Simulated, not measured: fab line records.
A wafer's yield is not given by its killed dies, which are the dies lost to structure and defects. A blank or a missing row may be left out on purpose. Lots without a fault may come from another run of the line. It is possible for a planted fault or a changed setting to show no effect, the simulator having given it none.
Which tool was responsible? | flow n5 finfet | Sampling: 24 lots, 72 wafers, 5 of 1938 route steps

WHAT THE GAUGES READ, wafer by wafer
N5_SDB_INSPECT_13: inspects for defects (brightfield).
lot  | measured    | on                | raw defect count
L074 | day 3 17:32 | defect inspect-02 | 62 43 40
L075 | day 3 23:52 | defect inspect-02 | 69 96 106
L076 | day 4 06:24 | defect inspect-01 | 52 37 40
L077 | day 4 14:10 | defect inspect-01 | 88 82 81
L078 | day 4 16:18 | defect inspect-01 | 81 64 60
L079 | day 5 02:22 | defect inspect-01 | 52 27 33
L080 | day 5 10:02 | defect inspect-02 | 47 46 54
L081 | day 5 12:36 | defect inspect-02 | 60 54 39
L082 | day 5 20:05 | defect inspect-02 | 73 66 64
L083 | day 5 22:05 | defect inspect-01 | 51 55 34
L084 | day 6 05:41 | defect inspect-02 | 129 89 80
L085 | day 6 12:07 | defect inspect-01 | 40 91 114
L086 | day 6 19:44 | defect inspect-02 | 78 76 104
L087 | day 7 04:19 | defect inspect-01 | 78 18 34
L088 | day 7 06:33 | defect inspect-02 | 94 80 74
L089 | day 7 13:53 | defect inspect-02 | 31 29 50
L090 | day 7 18:50 | defect inspect-02 | 70 83 32
L091 | day 8 00:38 | defect inspect-02 | 66 87 122
L092 | day 8 04:38 | defect inspect-02 | 63 26 56
L093 | day 8 13:26 | defect inspect-02 | 34 34 34
L094 | day 8 20:02 | defect inspect-02 | 86 59 36
L095 | day 9 02:57 | defect inspect-02 | 44 38 57
L096 | day 9 04:50 | defect inspect-02 | 113 79 51
L097 | day 9 14:25 | defect inspect-02 | 81 132 68

N5_HKMG_FIN_OVL_MEAS_50.
lot  | measured    | on         | NDIPOLE_OVL (nm)
L074 | day 3 23:04 | overlay-01 | 0.5 -0.5 -0.5
L075 | day 4 05:19 | overlay-01 | 0.0 0.3 0.2
L076 | day 4 12:17 | overlay-02 | 0.2 0.6 -0.1
L077 | day 4 20:40 | overlay-01 | -0.3 1.0 0.0
L078 | day 4 22:34 | overlay-01 | -0.2 0.6 -0.4
L079 | day 5 08:22 | overlay-01 | -0.9 -1.3 -1.0
L080 | day 5 15:29 | overlay-02 | -1.3 -1.4 -0.6
L081 | day 5 18:05 | overlay-02 | -1.3 -1.1 -1.2
L082 | day 6 02:13 | overlay-02 | -0.5 -0.7 -0.4
L083 | day 6 04:16 | overlay-02 | 1.1 0.8 0.3
L084 | day 6 11:23 | overlay-01 | 0.6 0.4 0.4
L085 | day 6 18:01 | overlay-01 | 0.1 0.0 -0.6
L086 | day 7 01:19 | overlay-02 | -0.5 -0.6 0.2
L087 | day 7 10:23 | overlay-01 | -1.0 0.1 -1.0
L088 | day 7 12:13 | overlay-02 | 0.0 0.3 0.9
L089 | day 7 19:37 | overlay-01 | -0.8 0.3 -0.7
L090 | day 8 00:35 | overlay-01 | 0.3 0.2 0.4
L091 | day 8 06:35 | overlay-02 | -0.1 -1.6 -0.9
L092 | day 8 10:19 | overlay-02 | 0.0 0.3 -1.2
L093 | day 8 19:18 | overlay-02 | -0.3 -1.2 -1.4
L094 | day 9 01:35 | overlay-02 | -0.4 0.6 0.3
L095 | day 9 08:33 | overlay-02 | 0.7 1.0 0.7
L096 | day 9 12:14 | overlay-02 | 0.2 -1.0 -0.1
L097 | day 9 20:07 | overlay-01 | 0.0 -0.4 -0.6

TOOL THAT RAN EACH LOT (tool first, then ch and the chambers of the sampled wafers, then the start)
lot  | N5_ILD0_CMP_03               | N5_SDB_HM_OPEN_20                 | N5_HKMG_FIN_ALD_74
L074 | cmp-02 ch 0,2,3, day 3 13:21 | rie diel-03 ch 0,1,3, day 3 17:50 | ald hk-03 ch 0,3, day 3 22:37
L075 | cmp-03 ch 0,1, day 3 19:28   | rie diel-03 ch 0,3, day 4 00:08   | ald hk-03 ch 0,1,3, day 4 04:52
L076 | cmp-03 ch 0,2,3, day 4 02:08 | rie diel-01 ch 0,1,3, day 4 07:02 | ald hk-01 ch 0,1,2, day 4 11:50
L077 | cmp-04 ch 2,3, day 4 09:46   | rie diel-03 ch 1,3, day 4 14:35   | ald hk-01 ch 0,1, day 4 20:06
L078 | cmp-03 ch 0,1,3, day 4 11:56 | rie diel-01 ch 0,1,3, day 4 16:34 | ald hk-01 ch 0,1,2, day 4 21:59
L079 | cmp-04 ch 1,2,3, day 4 21:52 | rie diel-03 ch 0,2,3, day 5 02:46 | ald hk-02 ch 0,2,3, day 5 07:48
L080 | cmp-03 ch 1,2,3, day 5 05:38 | rie diel-03 ch 0,3, day 5 10:17   | ald hk-03 ch 2,3, day 5 14:54
L081 | cmp-02 ch 0,2, day 5 08:11   | rie diel-01 ch 0,3, day 5 12:52   | ald hk-03 ch 0,1,3, day 5 17:38
L082 | cmp-03 ch 0,1,2, day 5 15:42 | rie diel-01 ch 1,2, day 5 20:23   | ald hk-03 ch 1,2,3, day 6 01:38
L083 | cmp-03 ch 1,2,3, day 5 17:56 | rie diel-03 ch 2,3, day 5 22:41   | ald hk-02 ch 0,3, day 6 03:41
L084 | cmp-03 ch 0,1,2, day 6 01:27 | rie diel-05 ch 0,1,2, day 6 06:03 | ald hk-02 ch 1,2, day 6 10:40
L085 | cmp-03 ch 1,2, day 6 07:45   | rie diel-01 ch 0,1,3, day 6 12:27 | ald hk-01 ch 0,1,2, day 6 17:27
L086 | cmp-03 ch 0,2,3, day 6 14:55 | rie diel-03 ch 1,3, day 6 20:00   | ald hk-01 ch 0,2,3, day 7 00:52
L087 | cmp-03 ch 0,1, day 6 23:57   | rie diel-01 ch 0,1, day 7 04:34   | ald hk-01 ch 1,2, day 7 09:56
L088 | cmp-02 ch 0,2, day 7 02:16   | rie diel-01 ch 1,2, day 7 06:49   | ald hk-03 ch 2,3, day 7 11:38
L089 | cmp-04 ch 0,1, day 7 09:32   | rie diel-05 ch 2,3, day 7 14:08   | ald hk-03 ch 1,2,3, day 7 19:02
L090 | cmp-02 ch 0,1, day 7 13:55   | rie diel-03 ch 1,3, day 7 19:13   | ald hk-02 ch 2,3, day 8 00:01
L091 | cmp-04 ch 0,1,3, day 7 20:14 | rie diel-01 ch 1,2, day 8 01:16   | ald hk-01 ch 0,1,3, day 8 06:01
L092 | cmp-04 ch 1,2, day 8 00:22   | rie diel-01 ch 0,1,2, day 8 04:55 | ald hk-01 ch 1,2, day 8 09:44
L093 | cmp-02 ch 1,2,3, day 8 09:11 | rie diel-03 ch 0,3, day 8 13:42   | ald hk-03 ch 0,1, day 8 18:51
L094 | cmp-02 ch 0,3, day 8 15:23   | rie diel-05 ch 0,1,3, day 8 20:18 | ald hk-02 ch 1,2,3, day 9 01:08
L095 | cmp-03 ch 0,1, day 8 21:43   | rie diel-03 ch 0,1,3, day 9 03:16 | ald hk-01 ch 0,2,3, day 9 07:59
L096 | cmp-02 ch 0,1,2, day 9 00:24 | rie diel-05 ch 0,1,3, day 9 05:06 | ald hk-03 ch 0,1,3, day 9 11:39
L097 | cmp-02 ch 0,1,3, day 9 09:33 | rie diel-03 ch 1,2, day 9 14:49   | ald hk-03 ch 0,1,2, day 9 19:31
- N5_ILD0_CMP_03: polishes, stops on SiNx, t overpolish 1.9 s, target thk 197.38 nm.
- N5_SDB_HM_OPEN_20: chemistry CH3F/O2, target SiNx, stops on poly-Si, target depth 24 nm.
- N5_HKMG_FIN_ALD_74: deposits La2O3, target thk 0.5 nm, pulse time 6 s, co reactant pulse time 1 s.

AS READ BY THE TOOLS THEMSELVES (means over the sampled wafers that have a number; for cases with no such wafer, the mark the record gives instead)
N5_ILD0_CMP_03.
lot  | tool   | motor current A (A) | overpolish run s (s) | pad life wafers | slurry filter dp kPa (kPa) | time to endpoint s (s)
L074 | cmp-02 | 13.3                | 1.892                | 1497            | 13.31                      | 72
L075 | cmp-03 | 12.1                | 1.893                | 930             | 13.40                      | 71
L076 | cmp-03 | 11.5                | 1.905                | 991             | 13.41                      | 71
L077 | cmp-04 | 14.9                | 1.904                | 332             | 13.58                      | 72
L078 | cmp-03 | 11.9                | 1.906                | 1082            | 13.65                      | 76
L079 | cmp-04 | 12.9                | 1.893                | 440             | 13.46                      | 70
L080 | cmp-03 | 12.3                | 1.901                | 1226            | 13.59                      | 71
L081 | cmp-02 | 12.3                | 1.904                | 1873            | 13.61                      | 77
L082 | cmp-03 | 12.0                | 1.890                | 1316            | 13.40                      | 74
L083 | cmp-03 | 12.0                | 1.908                | 1335            | 13.44                      | 73
L084 | cmp-03 | 11.7                | 1.904                | 1394            | 13.55                      | 73
L085 | cmp-03 | 12.3                | 1.912                | 1454            | 13.40                      | 69
L086 | cmp-03 | 11.7                | 1.905                | 1544            | 13.52                      | 70
L087 | cmp-03 | 11.9                | 1.897                | 1651            | 13.59                      | 71
L088 | cmp-02 | 13.8                | 1.908                | 97              | 13.34                      | 64
L089 | cmp-04 | 11.0                | 1.898                | 829             | 13.44                      | 70
L090 | cmp-02 | 14.5                | 1.896                | 204             | 13.59                      | 63
L091 | cmp-04 | 12.5                | 1.901                | 920             | 13.54                      | 72
L092 | cmp-04 | 13.2                | 1.898                | 954             | 13.45                      | 70
L093 | cmp-02 | 11.8                | 1.901                | 362             | 13.57                      | 69
L094 | cmp-02 | 14.0                | 1.893                | 410             | 13.47                      | 69
L095 | cmp-03 | 11.9                | 1.901                | 2010            | 13.54                      | 78
L096 | cmp-02 | 12.6                | 1.898                | 499             | 13.53                      | 67
L097 | cmp-02 | 14.1                | 1.898                | 572             | 13.55                      | 69

N5_SDB_HM_OPEN_20.
lot  | tool        | drypump motor current A (A) | oes product au (a.u.) | rf vpp V (V) | showerhead plenum p Torr (Torr) | throttle valve pct (%)
L074 | rie diel-03 | 5.7                         | 0.61                  | 295          | 1.94                            | 16.45
L075 | rie diel-03 | 5.6                         | 0.61                  | 294          | 1.92                            | 16.50
L076 | rie diel-01 | 5.9                         | 0.58                  | 303          | 2.04                            | 16.35
L077 | rie diel-03 | 5.7                         | 0.60                  | 294          | 1.96                            | 16.39
L078 | rie diel-01 | 5.9                         | 0.59                  | 304          | 2.04                            | 16.35
L079 | rie diel-03 | 5.5                         | 0.59                  | 293          | 1.94                            | 16.45
L080 | rie diel-03 | 5.6                         | 0.59                  | 295          | 1.92                            | 16.55
L081 | rie diel-01 | 5.8                         | 0.57                  | 303          | 2.00                            | 16.36
L082 | rie diel-01 | 5.6                         | 0.59                  | 296          | 1.95                            | 16.34
L083 | rie diel-03 | 5.9                         | 0.62                  | 293          | 1.94                            | 16.43
L084 | rie diel-05 | 5.6                         | 0.60                  | 287          | 1.96                            | 16.38
L085 | rie diel-01 | 5.9                         | 0.59                  | 303          | 2.03                            | 16.38
L086 | rie diel-03 | 6.1                         | 0.68                  | 293          | 1.94                            | 16.29
L087 | rie diel-01 | 6.0                         | 0.60                  | 305          | 2.06                            | 16.40
L088 | rie diel-01 | 5.8                         | 0.65                  | 303          | 2.08                            | 16.23
L089 | rie diel-05 | 5.8                         | 0.60                  | 290          | 1.96                            | 16.52
L090 | rie diel-03 | 5.7                         | 0.69                  | 294          | 1.95                            | 16.09
L091 | rie diel-01 | 5.8                         | 0.66                  | 303          | 2.08                            | 16.24
L092 | rie diel-01 | 5.8                         | 0.64                  | 302          | 2.08                            | 16.24
L093 | rie diel-03 | 6.0                         | 0.66                  | 295          | 2.00                            | 16.42
L094 | rie diel-05 | 5.1                         | 0.60                  | 291          | 2.01                            | 16.34
L095 | rie diel-03 | 5.7                         | 0.68                  | 296          | 2.01                            | 16.21
L096 | rie diel-05 | 5.1                         | 0.59                  | 291          | 2.01                            | 16.32
L097 | rie diel-03 | 5.2                         | 0.73                  | 294          | 1.96                            | 15.91

N5_HKMG_FIN_ALD_74.
lot  | tool      | heater power w (W) | precursor pulse height rel
L074 | ald hk-03 | 302                | 0.980
L075 | ald hk-03 | 302                | 1.004
L076 | ald hk-01 | 348                | 0.993
L077 | ald hk-01 | 330                | 1.009
L078 | ald hk-01 | 344                | 0.974
L079 | ald hk-02 | 364                | 0.998
L080 | ald hk-03 | 333                | 1.001
L081 | ald hk-03 | 299                | 1.000
L082 | ald hk-03 | 317                | 1.005
L083 | ald hk-02 | 370                | 1.007
L084 | ald hk-02 | 337                | 1.003
L085 | ald hk-01 | 348                | 1.001
L086 | ald hk-01 | 369                | 0.995
L087 | ald hk-01 | 348                | 0.986
L088 | ald hk-03 | 335                | 1.003
L089 | ald hk-03 | 323                | 0.996
L090 | ald hk-02 | 360                | 1.010
L091 | ald hk-01 | 372                | 0.978
L092 | ald hk-01 | 348                | 0.987
L093 | ald hk-03 | 307                | 0.985
L094 | ald hk-02 | 351                | 1.012
L095 | ald hk-01 | 381                | 0.999
L096 | ald hk-03 | 304                | 0.994
L097 | ald hk-03 | 319                | 1.011

THE ANSWER, worked out from the rows above alone
Rule: the lots themselves supply what counts as usual. Put in order of their means at a reading, lots are off if they are a third of the lots or fewer, leave a main group of 4 or more, and stand apart from it by a gap of 3 or more times the standard deviation of the main group's means; of several such gaps the widest counts. A main group is skipped when, at the precision printed for the reading in the tables above, its means are all equal. A lot without any number at a reading at which 4 lots or more have one is off too. The other lots that the step has rows for count as sound. After the gauges, taken in route order, come the tools' own readings; for these a lot's mean is taken, as printed above. The first step at which some lot is off is used, and at that step the reading that is off furthest; a lot without a number counts as furthest.
Nothing can be told from this: no lot is off at any reading shown.

WHAT THE SIMULATOR HAD INSERTED
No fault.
